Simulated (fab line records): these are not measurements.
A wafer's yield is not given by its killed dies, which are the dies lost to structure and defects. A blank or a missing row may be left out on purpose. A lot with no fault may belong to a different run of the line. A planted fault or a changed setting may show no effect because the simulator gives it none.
Matching of chambers    flow n5Finfet    4 sister chambers for N5_GATE_CUT_CMP_02 on cmp-02
The step polishes, stops on SiO2, t overpolish 12.7 s, target thk 0 nm. 16 wafers are shown with their chamber, then 8 later ones without.

WAFERS WITH THEIR CHAMBER
wafer   chamber  motorCurrentA (A)  timeToEndpointS (s)  slurryFlowMlMin
L074.3  3        9.2                26                   149.4
L074.4  0        9.5                30                   150.6
L074.6  0        9.4                30                   150.1
L075.1  1        10.1               27                   150.2
L075.3  2        9.4                22                   149.1
L075.6  3        9.6                21                   149.4
L077.3  1        9.5                26                   149.5
L077.5  3        9.4                26                   150.2
L077.6  2        9.1                23                   149.2
L081.1  0        9.7                30                   150.8
L081.2  2        9.4                25                   150.0
L081.5  1        10.2               26                   150.0
L092.1  0        9.5                26                   150.2
L092.4  2        9.4                22                   150.3
L092.6  1        10.7               23                   149.7
L094.2  3        8.8                22                   149.7

SIGNATURES (averages over the wafers above)
reading          chamber 0  chamber 1  chamber 2  chamber 3  scatter within a chamber
motorCurrentA    9.525      10.125     9.325      9.250      0.315
timeToEndpointS  29.00      25.50      23.00      23.75      1.99
slurryFlowMlMin  150.425    149.850    149.650    149.675    0.418
Rule: for each reading, subtract the chamber's mean from the wafer's reading, divide by that reading's scatter and square the result; add these up over the readings and take the root, which gives the wafer's distance from the chamber. If the next closest chamber is less than 2 further off than the closest, the wafer can't be placed; otherwise it belongs to the closest. How the scatter is found: for the shown wafers, subtract from each reading the mean of its chamber, square and add these, divide the total by (wafers less chambers), then take the root.

WAFERS MISSING THEIR CHAMBER
wafer   motorCurrentA (A)  timeToEndpointS (s)  slurryFlowMlMin
L094.3  9.4                27                   151.3
L094.4  9.7                23                   150.2
L096.2  9.4                26                   149.1
L096.3  10.6               27                   149.8
L096.4  9.9                29                   150.1
L097.1  9.9                27                   150.0
L097.2  9.1                23                   150.6
L097.4  9.6                22                   149.4

WHICH CHAMBER EACH ONE RAN IN
wafer   from the rows above                in truth
L094.3  can't be placed: 0 or 1 or 3       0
L094.4  can't be placed: 2 or 3 or 1 or 0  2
L096.2  can't be placed: 3 or 2 or 1 or 0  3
L096.3  1                                  1
L096.4  can't be placed: 0 or 1            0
L097.1  can't be placed: 1 or 0 or 3 or 2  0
L097.2  can't be placed: 3 or 2 or 0 or 1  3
L097.4  can't be placed: 2 or 3 or 1       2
Placed correctly: 1 of 8. These rows do not allow placing 7 (true chamber among the candidates in 7). 0 placed wrongly.
